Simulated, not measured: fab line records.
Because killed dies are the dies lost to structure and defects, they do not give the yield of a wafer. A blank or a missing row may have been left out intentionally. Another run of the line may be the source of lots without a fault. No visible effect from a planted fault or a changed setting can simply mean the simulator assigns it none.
fab line records -- flow nand_harc
[record] lots = 6, wafers = 18, last_day = 34
route steps=1302 shown A_STAIRCASE@886 A_SGD_CUT@890 END@1302
lots that met no fault: from a run of the same line without faults
start_h: start of the lot's first displayed wafer, in hours after the record's first day -- wait_h: hours since the lot's step before -- " same as the row above -- L1.1+2: several wafers, shown together as one row -- - either no value or no given start -- * or withheld: withheld -- < > ~ a bound
route shown NAME@n: names a module that has steps shown in the file, with the first one's number in the route -- usual: mean/standard deviation taken from wafers without a fault -- same: alike in all rows -- chamber/n: place in a boat -- sites: each site's reading -- _std_site: standard deviation of those values -- _edge_site: the outer-site mean with the inner-site mean subtracted -- radius_mm: how far each site lies from the wafer's centre -- mask NAME#n: copy n -- behind: tool/chamber where the wafer was last shaped -- hold: the reason the lot was held/the length of the hold in hours/how it ended -- device: transistor that didn't switch, given as n, p or np -- end of line: tests of these same wafers at the route's end -- step lacking rows: just its recipe -- killed: at the first sort, the dies lost to defects and structure; wafer yield is something else -- map: shows each die of a wafer: x if killed, . if not, _ if none is there
set.NAME: the setting as run; set.NAME@STEP: as run at that earlier step -- model.NAME: the simulator's own value behind a step, which no gauge read
lots at some steps of the route; a table a step, a row a wafer
services: a tool's chamber out of use, with start hour (start_h, from the record's first day; less than 0 if before it), hours out, and reason
[[steps]]
[step NHARC_A_STAIRCASE_CMP_472]
[recipe] material = SiO2
[usual] motor_current_A = 12.4/1.1, retaining_ring_pressure_frac = 1.000/0.0047, slurry_filter_dp_kPa = 13.49/0.13
lot.wafer,tool,chamber,start_h,wait_h,motor_current_A,retaining_ring_pressure_frac,slurry_filter_dp_kPa
L807.1,cmp-04,1,446.64,0.2,12.2,0.994,13.45
L807.2,cmp-04,3,446.64,0.2,11.1,0.998,13.06
L807.6,cmp-04,2,446.64,0.2,11.9,0.996,13.66
L811.3,cmp-04,2,517.49,0.2,13.2,0.998,13.61
L811.2,cmp-04,3,517.49,0.2,10.8,0.986,13.26
L811.1,cmp-04,1,517.49,0.2,13.1,1.005,13.44
L820.3,cmp-03,0,587.49,0.2,11.4,1.004,13.53
L820.6,cmp-03,0,587.49,0.2,11.7,1.002,13.53
L820.5,cmp-03,1,587.49,0.2,13.3,1.002,13.49
L821.2,cmp-04,1,595.93,0.2,13.0,0.999,13.55
L821.1,cmp-04,2,595.93,0.2,12.8,1.000,13.60
L821.4,cmp-04,3,595.93,0.2,10.2,1.000,13.49
L824.2,cmp-03,3,615.16,0.2,13.8,0.999,13.71
L824.3,cmp-03,0,615.16,0.2,12.0,1.001,13.44
L824.1,cmp-03,1,615.16,0.2,13.2,0.997,13.44
L828.2,cmp-03,1,665.14,0.3,12.7,1.002,13.56
L828.1,cmp-03,2,665.14,0.3,14.0,0.997,13.58
L828.6,cmp-03,3,665.14,0.3,14.9,0.997,13.56
[step NHARC_A_STAIRCASE_SRD_474]
[step NHARC_A_STAIRCASE_INSPECT_155]
[usual] raw_defect_count = 440/170
lot.wafer,tool,chamber,start_h,wait_h,raw_defect_count
L807.1,defect_inspect-02,-,446.99,0.1,449
L807.2,defect_inspect-02,-,446.99,0.1,590
L807.6,defect_inspect-02,-,446.99,0.1,356
L811.1,defect_inspect-01,-,517.83,0.1,324
L811.2,defect_inspect-01,-,517.83,0.1,285
L811.3,defect_inspect-01,-,517.83,0.1,413
L820.3,defect_inspect-02,-,587.83,0.1,391
L820.5,defect_inspect-02,-,587.83,0.1,663
L820.6,defect_inspect-02,-,587.83,0.1,417
L821.1,defect_inspect-01,-,596.27,0.1,503
L821.2,defect_inspect-01,-,596.27,0.1,397
L821.4,defect_inspect-01,-,596.27,0.1,530
L824.1,defect_inspect-02,-,615.49,0.1,450
L824.2,defect_inspect-02,-,615.49,0.1,700
L824.3,defect_inspect-02,-,615.49,0.1,457
L828.1,defect_inspect-02,-,665.43,0.1,609
L828.2,defect_inspect-02,-,665.43,0.1,440
L828.6,defect_inspect-02,-,665.43,0.1,448
[step NHARC_A_SGD_CUT_DEP_00]
[recipe] target_thk_a = 500, temp_c = 400, target_thk_nm = 50, flow_sccm = 200, rf_w = 450, material = SiNx
[usual] heater_power_w = 674/71, rf_fwd_power_W = 448.3/1.4
lot.wafer,tool,chamber,start_h,wait_h,heater_power_w,rf_fwd_power_W
L807.2,pecvd-03,0,447.18,0.2,746,449.0
L807.1,pecvd-03,2,447.18,0.2,717,448.5
L807.6,pecvd-03,1,447.18,0.2,651,448.9
L811.2,pecvd-04,2,517.89,0.1,662,449.9
L811.3,pecvd-04,0,517.89,0.1,619,450.0
L811.1,pecvd-04,1,517.89,0.1,766,446.9
L820.3,pecvd-03,2,587.95,0.1,640,447.8
L820.6,pecvd-03,1,587.95,0.1,538,450.3
L820.5,pecvd-03,2,587.95,0.1,630,448.7
L821.2,pecvd-01,2,596.37,0.1,556,447.7
L821.1,pecvd-01,0,596.37,0.1,780,449.6
L821.4,pecvd-01,2,596.37,0.1,543,446.9
L824.2,pecvd-03,2,615.56,0.1,613,449.8
L824.3,pecvd-03,0,615.56,0.1,692,447.4
L824.1,pecvd-03,1,615.56,0.1,658,447.7
L828.1,pecvd-01,1,665.53,0.1,670,449.5
L828.2,pecvd-01,2,665.53,0.1,585,449.1
L828.6,pecvd-01,2,665.53,0.1,574,447.3
[step NHARC_A_SGD_CUT_DEHYDRATE_01]
[recipe] temp_c = 150, time_s = 120
[step NHARC_A_SGD_CUT_HMDS_02]
[recipe] time_s = 30
[step NHARC_A_SGD_CUT_COAT_56]
[recipe] temp_c = 260, time_s = 75
[step NHARC_A_SGD_CUT_COAT_57]
[recipe] temp_c = 225, time_s = 65
[step NHARC_A_SGD_CUT_COAT_03]
[recipe] spin_rpm = 1500, resist_thk_nm = 90
[step NHARC_A_SGD_CUT_SOFTBAKE_04]
[recipe] temp_c = 105, time_s = 55
[step NHARC_A_SGD_CUT_EBR_05]
[step NHARC_A_SGD_CUT_EXPOSE_06]
[recipe] na = 1.35, dose_mj = 85.59, mask_id = SGD
[usual] focus_offset_nm = -0.1/0.53
lot.wafer,tool,chamber,start_h,wait_h,mask,focus_offset_nm,model.A_SGD_CUT.overlay_x_nm
L807.1,arfi_scanner-03,0,447.76,-,SGD#0,-0.5,0.03343
L807.2,arfi_scanner-03,0,447.76,-,SGD#0,0.1,0.03343
L807.6,arfi_scanner-03,0,447.76,-,SGD#0,0.1,0.03343
L811.1,arfi_scanner-02,0,518.48,-,SGD#0,-0.6,0.1976
L811.2,arfi_scanner-02,0,518.48,-,SGD#0,-0.3,0.1976
L811.3,arfi_scanner-02,0,518.48,-,SGD#0,-1.2,0.1976
L820.3,arfi_scanner-03,0,588.36,-,SGD#0,0.4,11.81
L820.5,arfi_scanner-03,0,588.36,-,SGD#0,0.6,11.81
L820.6,arfi_scanner-03,0,588.36,-,SGD#0,-0.2,11.81
L821.1,arfi_scanner-03,0,596.80,-,SGD#0,-0.3,11.62
L821.2,arfi_scanner-03,0,596.80,-,SGD#0,-0.5,11.62
L821.4,arfi_scanner-03,0,596.80,-,SGD#0,-0.5,11.62
L824.1,arfi_scanner-02,0,616.14,-,SGD#0,0.3,1.01
L824.2,arfi_scanner-02,0,616.14,-,SGD#0,0.5,1.01
L824.3,arfi_scanner-02,0,616.14,-,SGD#0,0.4,1.01
L828.1,arfi_scanner-01,0,666.08,-,SGD#0,-0.2,0.0223
L828.2,arfi_scanner-01,0,666.08,-,SGD#0,-0.4,0.0223
L828.6,arfi_scanner-01,0,666.08,-,SGD#0,0.2,0.0223
[step NHARC_A_SGD_CUT_PEB_07]
[recipe] peb_temp_c = 100, peb_time_s = 65
[step NHARC_A_SGD_CUT_DEVELOP_08]
[recipe] develop_time_s = 35, dev_temp_c = 23
[step NHARC_A_SGD_CUT_CD_MEAS_09]
[recipe] target_cd_nm = 100, landing_energy_ev = 500
[usual] cd_nm = 100.2/0.47
lot.wafer,tool,chamber,start_h,wait_h,cd_nm
L807.1,cd_sem-02,0,447.91,-,99.8
L807.2,cd_sem-02,0,447.91,-,99.6
L807.6,cd_sem-02,0,447.91,-,99.7
L811.1,cd_sem-01,0,518.62,-,100.7
L811.2,cd_sem-01,0,518.62,-,100.4
L811.3,cd_sem-01,0,518.62,-,100.3
L820.3,cd_sem-03,0,588.50,-,99.7
L820.5,cd_sem-03,0,588.50,-,99.4
L820.6,cd_sem-03,0,588.50,-,99.6
L821.1,cd_sem-01,0,596.94,-,99.7
L821.2,cd_sem-01,0,596.94,-,100.4
L821.4,cd_sem-01,0,596.94,-,101.0
L824.1,cd_sem-02,0,616.28,-,100.9
L824.2,cd_sem-02,0,616.28,-,100.0
L824.3,cd_sem-02,0,616.28,-,100.8
L828.1,cd_sem-01,0,666.22,-,100.8
L828.2,cd_sem-01,0,666.22,-,100.6
L828.6,cd_sem-01,0,666.22,-,100.7
[step NHARC_A_SGD_CUT_OVL_MEAS_10]
[usual] overlay_x_nm = 0.3/0.97, overlay_y_nm = 0.1/0.77
lot.wafer,tool,chamber,start_h,wait_h,overlay_x_nm,overlay_y_nm
L807.1,overlay-01,-,447.99,-,-0.2,1.5
L807.2,overlay-01,-,447.99,-,0.4,0.9
L807.6,overlay-01,-,447.99,-,-0.4,0.9
L811.1,overlay-01,-,518.70,-,0.3,0.5
L811.2,overlay-01,-,518.70,-,0.0,0.1
L811.3,overlay-01,-,518.70,-,0.0,0.1
L820.3,overlay-02,-,588.58,-,11.7,-0.9
L820.5,overlay-02,-,588.58,-,11.6,-0.6
L820.6,overlay-02,-,588.58,-,11.5,-0.4
L821.1,overlay-02,-,597.03,-,11.6,-0.5
L821.2,overlay-02,-,597.03,-,11.6,-0.3
L821.4,overlay-02,-,597.03,-,11.4,-0.5
L824.1,overlay-01,-,616.36,-,1.6,0.8
L824.2,overlay-01,-,616.36,-,1.6,1.1
L824.3,overlay-01,-,616.36,-,1.0,1.1
L828.1,overlay-02,-,666.31,-,0.1,-0.4
L828.2,overlay-02,-,666.31,-,0.5,0.2
L828.6,overlay-02,-,666.31,-,0.1,0.0
[step NHARC_A_SGD_CUT_INSPECT_11]
[usual] raw_defect_count = 58/35
lot.wafer,tool,chamber,start_h,wait_h,raw_defect_count
L807.1,defect_inspect-01,-,448.03,0.0,100
L807.2,defect_inspect-01,-,448.03,0.0,97
L807.6,defect_inspect-01,-,448.03,0.0,103
L811.1,defect_inspect-01,-,518.74,0.0,24
L811.2,defect_inspect-01,-,518.74,0.0,22
L811.3,defect_inspect-01,-,518.74,0.0,28
L820.3,defect_inspect-02,-,588.62,0.0,50
L820.5,defect_inspect-02,-,588.62,0.0,52
L820.6,defect_inspect-02,-,588.62,0.0,41
L821.1,defect_inspect-02,-,597.06,0.0,80
L821.2,defect_inspect-02,-,597.06,0.0,74
L821.4,defect_inspect-02,-,597.06,0.0,96
L824.1,defect_inspect-01,-,616.40,0.0,68
L824.2,defect_inspect-01,-,616.40,0.0,59
L824.3,defect_inspect-01,-,616.40,0.0,57
L828.1,defect_inspect-01,-,666.34,0.0,23
L828.2,defect_inspect-01,-,666.34,0.0,34
L828.6,defect_inspect-01,-,666.34,0.0,25
[step NHARC_END_SORT_01]
[recipe] temp_c = 25
[usual] killed_at_array = 57/17, killed_at_other = 0.5/0.82, killed_at_periphery = 4.0/2.8, killed_dies = 61/18, killed_open = 2.9/2, killed_short = 2.3/1.7
[same] gross_dies = 677
lot.wafer,tool,chamber,start_h,wait_h,killed_at_array,killed_at_other,killed_at_periphery,killed_dies,killed_open,killed_short
L828.1,prober-01,0,803.15,2.5,34,0,6,40,2,4
L828.2,prober-01,0,803.96,2.8,47,0,3,50,2,2
L828.6,prober-01,0,807.18,4.0,47,0,8,55,6,4
// killed by level:class
L828.1 A_CHANNEL_HOLE_D1:chamber_film_flake=14 A_CONTACT:chamber_film_flake=8 A_SLIT:chamber_film_flake=5 A_CHANNEL_FILL_D2:geometric_particle:short=2 P_ZERO_WELL:chamber_film_flake=2 P_CONTACT:geometric_particle:open=1 P_M0:geometric_particle:short=1 A_ONON_D1:geometric_particle:short=1
L828.2 A_CHANNEL_HOLE_D1:chamber_film_flake=19 A_SLIT:chamber_film_flake=12 A_CHANNEL_HOLE_D2:chamber_film_flake=6 A_CONTACT:chamber_film_flake=4 A_ONON_D2:geometric_particle:short=2 P_M0:geometric_particle:open=1 A_ONON_D2:geometric_particle:open=1 P_ZERO_WELL:chamber_film_flake=1
L828.6 A_CHANNEL_HOLE_D1:chamber_film_flake=17 A_CONTACT:chamber_film_flake=12 A_SLIT:chamber_film_flake=10 P_CONTACT:geometric_particle:short=2 P_M0:geometric_particle:open=2 P_GATE:chamber_film_flake=2 P_CONTACT:geometric_particle:open=1 P_M1:geometric_particle:open=1
[[services]]
tool,chamber,start_h,hours,kind
pecvd-03,2,436.46,8.3,repair
cmp-03,-,447.72,4.7,repair
cmp-03,-,456.21,4.0,pm
arfi_scanner-03,-,464.37,0.8,repair
cmp-04,-,465.43,4.0,pm
cmp-04,-,483.17,0.5,repair
arfi_scanner-02,-,492.16,4.0,pm
pecvd-01,-,492.16,13.0,pm
cmp-03,-,501.54,3.3,repair
cmp-04,-,514.02,1.7,repair
arfi_scanner-03,-,519.24,1.5,repair
cmp-03,-,526.48,0.5,repair
arfi_scanner-03,-,540.00,4.0,pm
pecvd-03,-,547.12,13.0,pm
arfi_scanner-03,-,552.68,0.4,repair
cmp-03,-,554.21,4.0,pm
cmp-04,-,563.43,4.0,pm
pecvd-01,1,583.39,5.9,repair
pecvd-03,2,588.59,15.7,repair
cmp-03,-,594.31,0.5,repair
arfi_scanner-02,-,594.59,1.3,repair
cmp-04,-,651.51,1.1,repair
cmp-03,-,652.21,4.0,pm
cmp-04,-,661.43,4.0,pm
[[key]]
[first_sign] step = NHARC_A_SGD_CUT_OVL_MEAS_10, reading = overlay_x_nm, direction = up, sigmas = 12, usual = 0.3, struck = 11.6
effect none on later readings
[model_effect] step = NHARC_A_SGD_CUT_EXPOSE_06, value = A_SGD_CUT.overlay_x_nm, without = -0.1096, struck = 11.71
met_at NHARC_A_SGD_CUT_EXPOSE_06
struck_wafers L820.3,L820.5,L820.6,L821.1,L821.2,L821.4
tester_left_out L820,L821
onset_between 447.76 588.36
[fault] kind = scanner_matching_overlay, tool = arfi_scanner-03, chamber = -, onset_h = 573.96, steps = NHARC_A_SGD_CUT_EXPOSE_06, offset = 11.824
// tester_left_out: of these lots the tester's yield and bins aren't shown, on N5 and GAA mostly nor the transistor test; their killed dies are dies lost to structure and defects alone, not to doping, threshold or leakage, so they don't give the yield
